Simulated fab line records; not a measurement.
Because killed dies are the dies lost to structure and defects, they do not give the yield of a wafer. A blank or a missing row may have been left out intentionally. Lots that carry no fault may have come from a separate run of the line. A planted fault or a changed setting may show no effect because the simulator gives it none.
fab line records	flow nand_harc	part 2 of 2: steps 4 to 6 of 6
record: lots: 23	wafers: 69	last_day: 34
route steps=1302 shown A_STAIRCASE@831
lots that met no fault: taken from a fault-free run of the same line
start_h: hours from the record's opening day to when the first of the lot's shown wafers began	wait_h: how many hours have passed since the lot's step before this one	" as in the row above	L1.1+2: a single row standing in for several wafers	- no value, or no start was given	* or withheld: withheld	< > ~ a bound
route shown NAME@n: a module of which the file shows steps, and the number in the route of the first	usual: mean and standard deviation over wafers with no fault	same: alike in all rows	chamber/n: place in a boat	sites: per-site readings	_std_site: standard deviation across them	_edge_site: outer sites' mean less inner sites'	radius_mm: for every site, how far away it sits from the centre of the wafer	mask NAME#n: copy n	behind: tool/chamber where the wafer was last shaped	hold: what put the lot on hold/how long, in hours/how the hold closed	device: which transistor (n, p or np) failed to switch	end of line: tests of these same wafers at the route's end	step lacking rows: just its recipe	killed: not the wafer's yield, but the dies lost to structure and defects at the first sort	map: per-die view of a wafer (x killed, . not killed, _ where there is no die)
set.NAME: the setting that was run; set.NAME@STEP: the one run at that earlier step	model.NAME: the simulator's own value behind a step, which no gauge read
route steps across a sampled set of lots; one table per step, one row per wafer
services: from which hour (start_h, from the record's first day; less than 0 if before it) a tool's chamber was out of use, for how many hours, and why
== steps ==
step: NHARC_A_STAIRCASE_DEP_417
recipe: target_thk_a: 600	step_coverage_pct: 20	temp_c: 400	target_thk_nm: 60	flow_sccm: 200	rf_w: 450	material: Si3N4
usual: heater_power_w: 768/100
lot.wafer	tool	chamber	start_h	wait_h	heater_power_w
L074.2	pecvd-03	1	388.63	-	599
L074.3	"	0	"	"	745
L074.5	"	1	"	"	623
L075.1	pecvd-03	0	397.76	-	701
L075.2	"	1	"	"	629
L075.4	"	0	"	"	709
L077.2	pecvd-01	2	405.64	-	802
L077.5	"	0	"	"	893
L077.6	"	2	"	"	816
L076.2	pecvd-01	0	407.36	-	959
L076.1	"	1	"	"	797
L076.6	"	0	"	"	988
L078.3	pecvd-01	0	425.05	-	937
L078.2	"	2	"	"	837
L078.6	"	2	"	"	870
L079.1	pecvd-03	0	427.83	-	696
L079.3	"	1	"	"	661
L079.6	"	1	"	"	669
L080.2	pecvd-04	2	448.62	-	759
L080.3	"	1	"	"	748
L080.5	"	2	"	"	724
L081.3	pecvd-01	0	465.02	-	927
L081.6	"	2	"	"	760
L081.5	"	0	"	"	952
L082.2	pecvd-01	2	472.21	-	842
L082.4	"	0	"	"	965
L082.3	"	2	"	"	798
L083.2	pecvd-04	1	481.99	-	711
L083.6	"	1	"	"	725
L083.5	"	0	"	"	872
L084.1	pecvd-04	1	491.96	-	593
L084.2	"	0	"	"	767
L084.4	"	1	"	"	599
L085.1	pecvd-04	1	504.85	-	703
L085.3	"	0	"	"	957
L085.6	"	0	"	"	939
L086.1	pecvd-04	1	515.40	-	599
L086.6	"	2	"	"	664
L086.5	"	0	"	"	805
L087.3	pecvd-03	1	517.45	-	575
L087.6	"	2	"	"	610
L087.4	"	0	"	"	753
L088.3	pecvd-04	0	525.74	-	976
L088.5	"	0	"	"	754
L088.6	"	1	"	"	736
L091.2	pecvd-01	2	546.71	-	838
L091.1	"	0	"	"	809
L091.3	"	1	"	"	894
L090.2	pecvd-01	2	551.23	-	746
L090.4	"	2	"	"	751
L090.5	"	0	"	"	865
L092.5	pecvd-03	1	569.45	-	662
L092.4	"	2	"	"	729
L092.6	"	0	"	"	674
L093.1	pecvd-01	2	578.67	-	858
L093.3	"	0	"	"	881
L093.4	"	0	"	"	860
L094.3	pecvd-01	0	579.44	-	927
L094.1	"	1	"	"	820
L094.2	"	2	"	"	859
L095.6	pecvd-01	0	603.23	-	820
L095.5	"	1	"	"	833
L095.4	"	2	"	"	820
L097.3	pecvd-04	2	625.80	-	668
L097.2	"	1	"	"	727
L097.5	"	2	"	"	680
L096.2	pecvd-03	0	633.19	-	613
L096.3	"	1	"	"	626
L096.6	"	1	"	"	671
step: NHARC_A_STAIRCASE_DEP_322
recipe: target_thk_a: 72000	temp_c: 400	target_thk_nm: 7200	teos_flow_sccm: 200	rf_w: 500	material: SiO2
usual: heater_power_w: 703/97
lot.wafer	tool	chamber	start_h	wait_h	heater_power_w
L074.2	pecvd-03	2	406.80	0.2	700
L074.3	"	0	"	"	744
L074.5	"	0	"	"	588
L075.1	pecvd-04	2	418.41	0.1	770
L075.2	"	1	"	"	662
L075.4	"	0	"	"	744
L076.2	pecvd-04	0	426.32	0.1	817
L076.1	"	2	"	"	756
L076.6	"	0	"	"	760
L077.2	pecvd-01	0	426.32	0.1	838
L077.5	"	0	"	"	756
L077.6	"	2	"	"	685
L078.3	pecvd-01	0	443.81	0.2	915
L078.2	"	1	"	"	855
L078.6	"	0	"	"	761
L079.3	pecvd-01	1	448.99	0.2	751
L079.1	"	2	"	"	840
L079.6	"	0	"	"	770
L080.2	pecvd-04	0	467.38	0.2	920
L080.3	"	1	"	"	663
L080.5	"	1	"	"	582
L081.3	pecvd-01	2	485.90	0.2	743
L081.5	"	1	"	"	689
L081.6	"	0	"	"	760
L082.3	pecvd-04	2	499.17	0.1	744
L082.2	"	1	"	"	637
L082.4	"	1	"	"	571
L083.2	pecvd-03	0	499.27	0.2	733
L083.5	"	0	"	"	592
L083.6	"	1	"	"	543
L084.1	pecvd-04	1	512.31	0.1	615
L084.2	"	2	"	"	600
L084.4	"	2	"	"	613
L085.3	pecvd-01	0	523.11	0.2	746
L085.1	"	1	"	"	799
L085.6	"	2	"	"	693
L087.3	pecvd-01	2	540.39	0.1	776
L087.4	"	2	"	"	686
L087.6	"	1	"	"	686
L086.1	pecvd-03	2	540.49	0.2	722
L086.5	"	1	"	"	546
L086.6	"	2	"	"	574
L088.3	pecvd-04	1	546.72	0.1	595
L088.6	"	1	"	"	576
L088.5	"	2	"	"	617
L091.1	pecvd-03	1	566.62	0.1	709
L091.3	"	2	"	"	714
L091.2	"	0	"	"	685
L090.2	pecvd-04	1	566.89	0.3	628
L090.4	"	0	"	"	732
L090.5	"	1	"	"	575
L092.4	pecvd-01	0	589.90	0.4	715
L092.6	"	1	"	"	701
L092.5	"	2	"	"	699
L094.2	pecvd-01	0	601.44	0.1	741
L094.3	"	1	"	"	773
L094.1	"	2	"	"	842
L093.3	pecvd-04	2	601.66	0.3	733
L093.1	"	1	"	"	729
L093.4	"	2	"	"	602
L095.5	pecvd-04	2	624.41	0.4	595
L095.4	"	0	"	"	743
L095.6	"	1	"	"	570
L097.2	pecvd-04	1	645.57	0.2	643
L097.3	"	2	"	"	688
L097.5	"	1	"	"	573
L096.2	pecvd-03	1	652.80	0.1	708
L096.3	"	2	"	"	611
L096.6	"	0	"	"	542
step: NHARC_A_STAIRCASE_CMP_152
usual: edge_zone_pressure_frac: 1.000/0.0049	motor_current_A: 12.2/1.2	retaining_ring_pressure_frac: 0.999/0.0043
lot.wafer	tool	chamber	start_h	wait_h	edge_zone_pressure_frac	motor_current_A	retaining_ring_pressure_frac
L074.3	cmp-04	1	428.63	0.1	0.997	12.7	0.998
L074.2	"	2	"	"	0.998	14.4	1.003
L074.5	"	1	"	"	1.005	12.9	0.996
L076.1	cmp-01	0	444.02	0.1	1.012	13.7	1.000
L076.2	"	1	"	"	1.008	13.2	0.998
L076.6	"	3	"	"	1.003	10.6	0.997
L075.4	cmp-03	3	444.30	0.1	1.003	12.6	0.994
L075.1	"	0	"	"	1.007	11.9	1.003
L075.2	"	1	"	"	0.998	13.1	1.001
L077.2	cmp-01	1	446.91	0.1	0.995	13.2	1.004
L077.6	"	0	"	"	0.997	13.5	0.998
L077.5	"	1	"	"	1.000	12.7	0.997
L078.2	cmp-03	1	465.99	0.1	1.007	12.4	0.993
L078.3	"	2	"	"	0.999	10.7	1.002
L078.6	"	1	"	"	0.997	13.6	0.994
L079.3	cmp-01	2	473.34	0.1	0.998	12.7	0.995
L079.1	"	3	"	"	0.996	10.6	1.000
L079.6	"	3	"	"	1.006	10.9	0.996
L080.2	cmp-04	3	490.03	0.1	0.993	10.2	1.005
L080.3	"	2	"	"	1.001	13.7	0.997
L080.5	"	0	"	"	1.006	12.0	1.003
L081.3	cmp-04	0	518.15	0.1	1.002	11.8	1.002
L081.5	"	0	"	"	1.007	11.6	1.004
L081.6	"	1	"	"	0.998	12.0	0.998
L082.2	cmp-03	2	526.17	0.1	1.005	11.0	0.992
L082.3	"	3	"	"	1.007	12.7	1.003
L082.4	"	0	"	"	1.000	11.6	1.004
L083.2	cmp-01	1	528.11	0.1	1.001	13.0	0.999
L083.6	"	3	"	"	0.998	11.0	1.000
L083.5	"	0	"	"	0.999	13.4	0.991
L084.1	cmp-03	3	536.00	0.1	0.998	12.4	1.003
L084.2	"	1	"	"	0.996	13.3	1.001
L084.4	"	2	"	"	0.989	11.0	0.999
L085.1	cmp-01	1	543.78	0.1	0.998	12.9	0.994
L085.3	"	3	"	"	0.996	11.5	1.002
L085.6	"	1	"	"	0.999	13.3	0.998
L087.4	cmp-04	0	566.31	0.1	0.993	11.5	0.994
L087.3	"	1	"	"	1.004	12.1	1.001
L087.6	"	2	"	"	1.001	14.8	1.000
L086.1	cmp-03	2	567.34	0.1	1.006	10.9	0.990
L086.5	"	1	"	"	0.996	12.7	0.998
L086.6	"	2	"	"	0.995	11.1	0.991
L088.3	cmp-04	2	568.04	0.1	0.997	14.5	0.999
L088.5	"	3	"	"	0.994	10.2	1.000
L088.6	"	0	"	"	0.999	11.2	0.994
L090.4	cmp-04	0	589.67	0.1	0.999	11.9	1.005
L090.2	"	1	"	"	1.004	12.6	0.995
L090.5	"	1	"	"	1.003	11.7	1.001
L091.1	cmp-01	0	592.81	0.1	1.006	13.7	0.994
L091.3	"	2	"	"	1.006	13.1	0.993
L091.2	"	3	"	"	1.004	10.6	1.003
L092.4	cmp-01	2	613.22	0.1	1.000	13.0	0.998
L092.6	"	0	"	"	1.004	13.6	1.002
L092.5	"	1	"	"	1.004	13.9	1.002
L093.4	cmp-01	0	624.51	0.1	1.005	12.2	1.001
L093.1	"	1	"	"	1.000	13.4	0.991
L093.3	"	3	"	"	0.996	10.8	0.997
L094.1	cmp-03	1	624.77	0.1	0.995	12.5	0.995
L094.3	"	2	"	"	1.002	10.9	0.995
L094.2	"	3	"	"	1.004	12.9	0.996
L095.4	cmp-04	0	645.27	0.1	1.001	11.6	1.005
L095.5	"	3	"	"	0.999	10.0	1.005
L095.6	"	0	"	"	1.007	11.9	1.004
L097.2	cmp-04	0	669.99	0.1	1.000	12.1	0.999
L097.3	"	2	"	"	0.998	14.2	1.000
L097.5	"	0	"	"	0.995	11.9	1.005
L096.2	cmp-03	0	676.22	0.1	1.007	12.9	0.999
L096.3	"	3	"	"	1.000	13.0	1.004
L096.6	"	1	"	"	0.998	13.0	0.991
== services ==
tool	chamber	start_h	hours	kind
rie_diel-04	-	365.64	0.3	repair
pecvd-03	-	366.22	13.0	pm
rie_diel-05	0	386.85	20.6	repair
rie_diel-05	-	406.65	9.0	pm
pecvd-03	0	413.59	3.8	repair
rie_diel-11	-	432.64	9.0	pm
pecvd-04	-	450.00	13.0	pm
rie_diel-05	2	452.12	16.0	repair
pecvd-01	1	464.36	8.1	repair
pecvd-04	-	483.89	0.4	repair
pecvd-01	-	492.12	13.0	pm
rie_diel-04	0	518.99	65.0	repair
rie_diel-04	-	533.58	9.0	pm
pecvd-04	-	549.49	2.3	repair
rie_diel-05	-	583.65	9.0	pm
pecvd-01	-	585.73	1.9	repair
rie_diel-11	-	609.92	9.0	pm
rie_diel-04	-	617.11	0.4	repair
pecvd-01	-	627.70	1.4	repair
pecvd-04	-	631.00	13.0	pm
pecvd-01	-	649.87	0.3	repair
rie_diel-04	1	661.86	9.7	repair
pecvd-04	0	672.73	20.9	repair
pecvd-01	-	673.12	13.0	pm
